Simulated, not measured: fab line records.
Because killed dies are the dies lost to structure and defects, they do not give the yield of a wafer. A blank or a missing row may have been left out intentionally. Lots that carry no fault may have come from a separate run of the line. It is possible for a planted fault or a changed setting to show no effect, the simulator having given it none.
Which tool did it? + flow n5 finfet + 24 lots, 72 wafers sampled, at 4 steps of a route of 1938

## WHAT THE GAUGES SHOWED, per wafer
N5_BEOL_M6_CD_MEAS_11: the cd target is 38.5 nm. Usual: cd nm at 38.7 nm, with a standard deviation of 0.55.
| lot  | measured     | on        | cd nm (nm)     | flag |
|------|--------------|-----------|----------------|------|
| L074 | day 8 09:58  | cd sem-01 | 38.1 37.7 38.4 |      |
| L075 | day 9 01:07  | cd sem-03 | 37.6 38.1 37.8 |      |
| L077 | day 9 01:31  | cd sem-01 | 38.9 39.2 38.3 |      |
| L076 | day 9 16:53  | cd sem-03 | 37.8 38.5 38.1 |      |
| L078 | day 11 09:49 | cd sem-01 | 38.8 38.8 39.5 |      |
| L079 | day 9 23:05  | cd sem-02 | 39.6 38.8 38.0 |      |
| L081 | day 10 01:22 | cd sem-02 | 38.6 39.0 38.6 |      |
| L080 | day 10 01:31 | cd sem-03 | 38.2 39.2 38.0 |      |
| L082 | day 11 06:15 | cd sem-03 | 38.6 38.6 38.2 |      |
| L083 | day 11 15:39 | cd sem-03 | 38.1 39.1 38.6 |      |
| L084 | day 11 19:17 | cd sem-01 | 38.7 39.3 39.0 |      |
| L086 | day 12 07:50 | cd sem-01 | 39.4 38.7 38.4 |      |
| L085 | day 12 08:19 | cd sem-02 | 39.1 38.9 38.5 |      |
| L088 | day 12 18:29 | cd sem-01 | 38.3 38.4 38.5 |      |
| L087 | day 13 02:13 | cd sem-01 | 38.3 39.3 39.8 |      |
| L090 | day 13 11:16 | cd sem-03 | 38.4 38.0 37.8 |      |
| L089 | day 13 11:04 | cd sem-01 | 39.7 38.2 38.7 |      |
| L091 | day 14 01:04 | cd sem-03 | 39.1 39.3 38.5 |      |
| L092 | day 14 05:19 | cd sem-02 | 39.3 38.7 38.6 |      |
| L093 | day 14 14:22 | cd sem-03 | 37.5 39.1 38.1 |      |
| L095 | day 14 13:37 | cd sem-02 | 38.5 39.5 39.2 |      |
| L097 | day 14 19:52 | cd sem-01 | 37.9 38.6 38.5 |      |
| L094 | day 14 20:53 | cd sem-03 | 38.7 39.2 38.9 |      |
| L096 | day 15 04:43 | cd sem-01 | 38.1 38.5 38.5 |      |

N5_BEOL_M6_INSPECT_30: inspects for defects (brightfield). Usual: raw defect count at 389, with a standard deviation of 69.
| lot  | measured     | on                | raw defect count | flag |
|------|--------------|-------------------|------------------|------|
| L074 | day 8 11:23  | defect inspect-01 | 428 384 384      |      |
| L075 | day 9 03:02  | defect inspect-01 | 449 357 393      |      |
| L077 | day 9 03:12  | defect inspect-02 | 413 405 356      |      |
| L076 | day 9 22:08  | defect inspect-02 | 319 347 320      |      |
| L078 | day 11 14:16 | defect inspect-01 | 407 312 386      |      |
| L079 | day 10 00:14 | defect inspect-01 | 404 357 455      |      |
| L081 | day 10 02:26 | defect inspect-02 | 526 315 502      |      |
| L080 | day 10 02:31 | defect inspect-02 | 304 317 310      |      |
| L082 | day 11 09:00 | defect inspect-01 | 489 471 376      |      |
| L083 | day 11 18:40 | defect inspect-02 | 359 425 504      |      |
| L084 | day 11 22:12 | defect inspect-01 | 425 410 332      |      |
| L086 | day 12 09:07 | defect inspect-02 | 425 353 594      |      |
| L085 | day 12 09:19 | defect inspect-01 | 297 376 433      |      |
| L088 | day 12 19:43 | defect inspect-01 | 325 341 352      |      |
| L087 | day 13 05:53 | defect inspect-02 | 465 480 444      |      |
| L090 | day 13 12:48 | defect inspect-01 | 302 552 301      |      |
| L089 | day 13 12:45 | defect inspect-02 | 269 411 444      |      |
| L091 | day 14 04:07 | defect inspect-01 | 372 343 421      |      |
| L092 | day 14 08:28 | defect inspect-01 | 333 313 318      |      |
| L093 | day 14 18:36 | defect inspect-01 | 459 381 417      |      |
| L095 | day 14 18:28 | defect inspect-02 | 358 432 346      |      |
| L097 | day 14 22:39 | defect inspect-02 | 380 395 507      |      |
| L094 | day 14 22:41 | defect inspect-02 | 321 263 211      |      |
| L096 | day 15 06:38 | defect inspect-01 | 436 399 365      |      |

## EACH LOT AND THE TOOL THAT RAN IT (in order: tool; ch and the chambers of the sampled wafers; start)
| lot  | N5_BEOL_M5_ANNEAL_84         | N5_BEOL_M6_CURE_74            |
|------|------------------------------|-------------------------------|
| L074 | pvd sputter-02, day 8 03:37  | uv cure-03 ch 2, day 8 07:07  |
| L075 | pvd sputter-01, day 8 20:31  | uv cure-01 ch 2, day 8 23:47  |
| L077 | pvd sputter-02, day 8 21:02  | uv cure-02 ch 2, day 9 00:26  |
| L076 | pvd sputter-03, day 9 08:56  | uv cure-02 ch 0, day 9 12:19  |
| L078 | pvd sputter-02, day 9 13:36  | uv cure-02 ch 0, day 11 07:12 |
| L079 | pvd sputter-01, day 9 14:04  | uv cure-02 ch 2, day 9 17:30  |
| L081 | pvd sputter-01, day 9 20:03  | uv cure-01 ch 0, day 9 23:34  |
| L080 | pvd sputter-03, day 9 20:16  | uv cure-02 ch 0, day 9 23:34  |
| L082 | pvd sputter-03, day 11 01:53 | uv cure-02 ch 0, day 11 05:23 |
| L083 | pvd sputter-01, day 11 08:43 | uv cure-02 ch 1, day 11 12:16 |
| L084 | pvd sputter-01, day 11 13:59 | uv cure-03 ch 1, day 11 17:20 |
| L086 | pvd sputter-03, day 12 02:05 | uv cure-03 ch 1, day 12 05:34 |
| L085 | pvd sputter-01, day 12 02:49 | uv cure-03 ch 0, day 12 06:05 |
| L088 | pvd sputter-03, day 12 13:29 | uv cure-02 ch 2, day 12 16:45 |
| L087 | pvd sputter-01, day 12 20:34 | uv cure-02 ch 0, day 12 23:55 |
| L090 | pvd sputter-02, day 13 04:49 | uv cure-01 ch 2, day 13 08:08 |
| L089 | pvd sputter-03, day 13 05:36 | uv cure-03 ch 0, day 13 08:57 |
| L091 | pvd sputter-01, day 13 19:24 | uv cure-01 ch 0, day 13 23:36 |
| L092 | pvd sputter-02, day 13 23:41 | uv cure-01 ch 1, day 14 02:58 |
| L093 | pvd sputter-01, day 14 06:47 | uv cure-03 ch 2, day 14 11:48 |
| L095 | pvd sputter-02, day 14 06:55 | uv cure-01 ch 0, day 14 12:01 |
| L097 | pvd sputter-01, day 14 12:28 | uv cure-02 ch 0, day 14 16:14 |
| L094 | pvd sputter-03, day 14 16:26 | uv cure-03 ch 1, day 14 19:48 |
| L096 | pvd sputter-01, day 14 22:32 | uv cure-02 ch 0, day 15 02:04 |
- N5_BEOL_M5_ANNEAL_84: time 1800 s.
- N5_BEOL_M6_CURE_74: cures SiCOH lowk, time 240 s.

## AS READ BY THE TOOLS THEMSELVES (means over the sampled wafers that have a number; for cases with no such wafer, the mark the record gives instead)
N5_BEOL_M5_ANNEAL_84. Usual: heater power w at 813 W, with a standard deviation of 57.
| lot  | tool           | heater power w (W) | flag |
|------|----------------|--------------------|------|
| L074 | pvd sputter-02 | 881                |      |
| L075 | pvd sputter-01 | 792                |      |
| L077 | pvd sputter-02 | 848                |      |
| L076 | pvd sputter-03 | 806                |      |
| L078 | pvd sputter-02 | 864                |      |
| L079 | pvd sputter-01 | 765                |      |
| L081 | pvd sputter-01 | 748                |      |
| L080 | pvd sputter-03 | 815                |      |
| L082 | pvd sputter-03 | 823                |      |
| L083 | pvd sputter-01 | 800                |      |
| L084 | pvd sputter-01 | 793                |      |
| L086 | pvd sputter-03 | 845                |      |
| L085 | pvd sputter-01 | 793                |      |
| L088 | pvd sputter-03 | 813                |      |
| L087 | pvd sputter-01 | 786                |      |
| L090 | pvd sputter-02 | 931                |      |
| L089 | pvd sputter-03 | 817                |      |
| L091 | pvd sputter-01 | 773                |      |
| L092 | pvd sputter-02 | 890                |      |
| L093 | pvd sputter-01 | 771                |      |
| L095 | pvd sputter-02 | 836                |      |
| L097 | pvd sputter-01 | 766                |      |
| L094 | pvd sputter-03 | 785                |      |
| L096 | pvd sputter-01 | 774                |      |

N5_BEOL_M6_CURE_74. Usual: lamp power pct 52.31 %, standard deviation 0.055; wafer_temp_C_max 386.6, standard deviation 0.6.
| lot  | tool       | lamp power pct (%) | wafer_temp_C_max | flag |
|------|------------|--------------------|------------------|------|
| L074 | uv cure-03 | 52.28              | 387.5            |      |
| L075 | uv cure-01 | 52.32              | 386.8            |      |
| L077 | uv cure-02 | 52.29              | 387.0            |      |
| L076 | uv cure-02 | 52.31              | 386.8            |      |
| L078 | uv cure-02 | 52.29              | 387.3            |      |
| L079 | uv cure-02 | 52.27              | 387.3            |      |
| L081 | uv cure-01 | 52.32              | 385.9            |      |
| L080 | uv cure-02 | 52.35              | 386.9            |      |
| L082 | uv cure-02 | 52.29              | 386.5            |      |
| L083 | uv cure-02 | 52.26              | 385.8            |      |
| L084 | uv cure-03 | 52.35              | 386.1            |      |
| L086 | uv cure-03 | 52.37              | 385.8            |      |
| L085 | uv cure-03 | 52.28              | 386.4            |      |
| L088 | uv cure-02 | 52.34              | 387.2            |      |
| L087 | uv cure-02 | 52.33              | 386.8            |      |
| L090 | uv cure-01 | 52.31              | 386.1            |      |
| L089 | uv cure-03 | 52.30              | 386.2            |      |
| L091 | uv cure-01 | 52.29              | 386.1            |      |
| L092 | uv cure-01 | 52.30              | 386.8            |      |
| L093 | uv cure-03 | 52.36              | 386.9            |      |
| L095 | uv cure-01 | 52.34              | 385.9            |      |
| L097 | uv cure-02 | 52.32              | 387.0            |      |
| L094 | uv cure-03 | 52.34              | 386.2            |      |
| L096 | uv cure-02 | 52.34              | 386.8            |      |

## THE ANSWER, worked out from the rows above alone
Rule: lot off if the mean of its wafers having a number is beyond 3 standard deviations from the usual mean. A lot without any number at a reading at which 4 lots or more have one is off too. Where the step has rows for the other lots, those lots are counted as sound. Order of review: gauges by route order, followed by the tools' own readings, for which a lot's mean as printed above is used. At the first step where some lot is off, the reading lying furthest off is the one used; lots without a number count as furthest.
No lot is off on any of the readings shown, so nothing can be concluded from this.

## WHAT THE SIMULATOR PUT IN
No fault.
